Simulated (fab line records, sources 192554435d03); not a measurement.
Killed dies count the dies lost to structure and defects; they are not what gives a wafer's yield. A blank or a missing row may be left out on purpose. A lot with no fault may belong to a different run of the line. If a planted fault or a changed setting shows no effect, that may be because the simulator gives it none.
Split-lot study / flow n5_finfet / route with 1938 steps; 7 lots, 21 wafers read

## SPLIT DETAILS
At N5_BEOL_M8_DESCUM_33 (chemistry O2, time 7 s), the setting time_s was moved away from the recipe's 7 s on 10 of the 21 wafers read, by -12.9% to +21.7%. All remaining wafers had this setting at the recipe value.

## THE PATH FROM SPLIT TO READING: the file shows 1 step between them
- N5_BEOL_M8_ETCH_72: etches underlayer in N2/H2, target depth 6.5 nm, time 5.2 s

## THE READING
CAR-EUV_of_BEOL_M8_COAT_22.thk_nm (the simulator's own value, which no gauge read), in nm, at N5_BEOL_M8_ETCH_65 (etches SiARC in CF4, target depth 15.6 nm, time 26 s). No usual value for it is given in the file. Here, 11 wafers ran the recipe; their average is 11.2 nm with a standard deviation of 0.077 nm.

wafer=L074.1; tool, chamber at the split=rie_diel-02, 3,2,2; time_s as run, s=7; against the recipe=recipe; CAR-EUV_of_BEOL_M8_COAT_22.thk_nm, nm=11.2; against lot-mates on the recipe=-
wafer=L074.3; tool, chamber at the split=rie_diel-02, 3,2,2; time_s as run, s=7; against the recipe=recipe; CAR-EUV_of_BEOL_M8_COAT_22.thk_nm, nm=11.2; against lot-mates on the recipe=-
wafer=L074.4; tool, chamber at the split=rie_diel-02, 3,2,2; time_s as run, s=7; against the recipe=recipe; CAR-EUV_of_BEOL_M8_COAT_22.thk_nm, nm=11.2; against lot-mates on the recipe=-
wafer=L081.4; tool, chamber at the split=rie_diel-02, 0,2; time_s as run, s=6.138; against the recipe=-12.3%; CAR-EUV_of_BEOL_M8_COAT_22.thk_nm, nm=11.6; against lot-mates on the recipe=+0.6
wafer=L081.6; tool, chamber at the split=rie_diel-02, 0,2; time_s as run, s=6.138; against the recipe=-12.3%; CAR-EUV_of_BEOL_M8_COAT_22.thk_nm, nm=11.6; against lot-mates on the recipe=+0.6
wafer=L081.5; tool, chamber at the split=rie_diel-02, 3; time_s as run, s=7; against the recipe=recipe; CAR-EUV_of_BEOL_M8_COAT_22.thk_nm, nm=11; against lot-mates on the recipe=-
wafer=L084.1; tool, chamber at the split=rie_diel-01, 1,2; time_s as run, s=6.097; against the recipe=-12.9%; CAR-EUV_of_BEOL_M8_COAT_22.thk_nm, nm=11.4; against lot-mates on the recipe=+0.2
wafer=L084.2; tool, chamber at the split=rie_diel-01, 1,2; time_s as run, s=6.097; against the recipe=-12.9%; CAR-EUV_of_BEOL_M8_COAT_22.thk_nm, nm=11.6; against lot-mates on the recipe=+0.4
wafer=L084.6; tool, chamber at the split=rie_diel-01, 2; time_s as run, s=7; against the recipe=recipe; CAR-EUV_of_BEOL_M8_COAT_22.thk_nm, nm=11.2; against lot-mates on the recipe=-
wafer=L086.3; tool, chamber at the split=rie_diel-04, 3; time_s as run, s=7; against the recipe=recipe; CAR-EUV_of_BEOL_M8_COAT_22.thk_nm, nm=11.2; against lot-mates on the recipe=-
wafer=L086.4; tool, chamber at the split=rie_diel-04, 3; time_s as run, s=6.276; against the recipe=-10.3%; CAR-EUV_of_BEOL_M8_COAT_22.thk_nm, nm=11.6; against lot-mates on the recipe=+0.4
wafer=L086.5; tool, chamber at the split=rie_diel-04, 2; time_s as run, s=6.276; against the recipe=-10.3%; CAR-EUV_of_BEOL_M8_COAT_22.thk_nm, nm=11.4; against lot-mates on the recipe=+0.2
wafer=L089.2; tool, chamber at the split=rie_diel-01, 1,2; time_s as run, s=7.573; against the recipe=+8.2%; CAR-EUV_of_BEOL_M8_COAT_22.thk_nm, nm=10.8; against lot-mates on the recipe=-0.4
wafer=L089.3; tool, chamber at the split=rie_diel-01, 1,2; time_s as run, s=7.573; against the recipe=+8.2%; CAR-EUV_of_BEOL_M8_COAT_22.thk_nm, nm=10.8; against lot-mates on the recipe=-0.4
wafer=L089.6; tool, chamber at the split=rie_diel-01, 2; time_s as run, s=7; against the recipe=recipe; CAR-EUV_of_BEOL_M8_COAT_22.thk_nm, nm=11.2; against lot-mates on the recipe=-
wafer=L090.2; tool, chamber at the split=rie_diel-01, 0,1; time_s as run, s=7; against the recipe=recipe; CAR-EUV_of_BEOL_M8_COAT_22.thk_nm, nm=11; against lot-mates on the recipe=-
wafer=L090.3; tool, chamber at the split=rie_diel-01, 1; time_s as run, s=7; against the recipe=recipe; CAR-EUV_of_BEOL_M8_COAT_22.thk_nm, nm=11.2; against lot-mates on the recipe=-
wafer=L090.5; tool, chamber at the split=rie_diel-01, 0,1; time_s as run, s=7; against the recipe=recipe; CAR-EUV_of_BEOL_M8_COAT_22.thk_nm, nm=11.2; against lot-mates on the recipe=-
wafer=L091.3; tool, chamber at the split=rie_diel-04, 2,0; time_s as run, s=8.518; against the recipe=+21.7%; CAR-EUV_of_BEOL_M8_COAT_22.thk_nm, nm=10.4; against lot-mates on the recipe=-0.8
wafer=L091.4; tool, chamber at the split=rie_diel-04, 2,0; time_s as run, s=8.518; against the recipe=+21.7%; CAR-EUV_of_BEOL_M8_COAT_22.thk_nm, nm=10.4; against lot-mates on the recipe=-0.8
wafer=L091.6; tool, chamber at the split=rie_diel-04, 3; time_s as run, s=7; against the recipe=recipe; CAR-EUV_of_BEOL_M8_COAT_22.thk_nm, nm=11.2; against lot-mates on the recipe=-
If several chambers appear in one row, that row covers several wafers at once and the file leaves open which wafer was in which chamber.

FIT RESULTS
A straight line over all 21 wafers: CAR-EUV_of_BEOL_M8_COAT_22.thk_nm changes by -0.0341 nm for each +1% of time_s; r = -0.97; the points scatter about the line by 0.084 nm.
The same after taking each lot's own level away (the mean of its wafers on the recipe; 21 wafers): -0.0365 nm for each +1%; r = -0.96; scatter 0.1 nm.
Per that fit: largest time_s move, reading shift of 0.79 nm.
The span of the lots' own levels, 11.00 to 11.20 nm, comes to 2.6 times the standard deviation stated above.
Hence the lot-to-lot level has little effect on the slope; both slopes agree.
Check: for one of the wafers moved furthest among these (+21.7%), held out of the fit, the line's prediction against its lot-mates is -0.815 nm. It came out at -0.8 nm against them.

## OTHER SPLITS APPLIED TO THESE WAFERS
Note: prior to the reading, these wafers also went through further splits. Each is held against what the fit with the lots' levels taken away leaves over:
other split on the same wafers=N5_BEOL_M8_ILD_DEP_00 time_s; wafers away from the commonest value=8; r with CAR-EUV_of_BEOL_M8_COAT_22.thk_nm (lot level and that fit taken away)=+0.09
other split on the same wafers=N5_BEOL_M8_EXPOSE_08 dose_mj; wafers away from the commonest value=8; r with CAR-EUV_of_BEOL_M8_COAT_22.thk_nm (lot level and that fit taken away)=-0.17

## THE WHOLE CHAIN: every reading that the file lists as answering this split, in the file's order
step=N5_BEOL_M8_DESCUM_33; what it does=chemistry O2, time 7 s; reading=CAR-EUV_of_BEOL_M8_COAT_22.thk_nm (the simulator's own value, which no gauge read); change (the file's fit)=-0.0351 nm for each +1% of the setting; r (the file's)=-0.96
step=N5_BEOL_M8_ETCH_72; what it does=etches underlayer in N2/H2, target depth 6.5 nm, time 5.2 s; reading=CAR-EUV_of_BEOL_M8_COAT_22.thk_nm (the simulator's own value, which no gauge read); change (the file's fit)=-0.0382 nm for each +1% of the setting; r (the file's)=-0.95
step=N5_BEOL_M8_ETCH_65; what it does=etches SiARC in CF4, target depth 15.6 nm, time 26 s; reading=CAR-EUV_of_BEOL_M8_COAT_22.thk_nm (the simulator's own value, which no gauge read); change (the file's fit)=-0.0364 nm for each +1% of the setting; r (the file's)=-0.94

## THE FILE'S OWN FIT
CAR-EUV_of_BEOL_M8_COAT_22.thk_nm changes by -0.0364 nm for each +1% of time_s, r = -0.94.
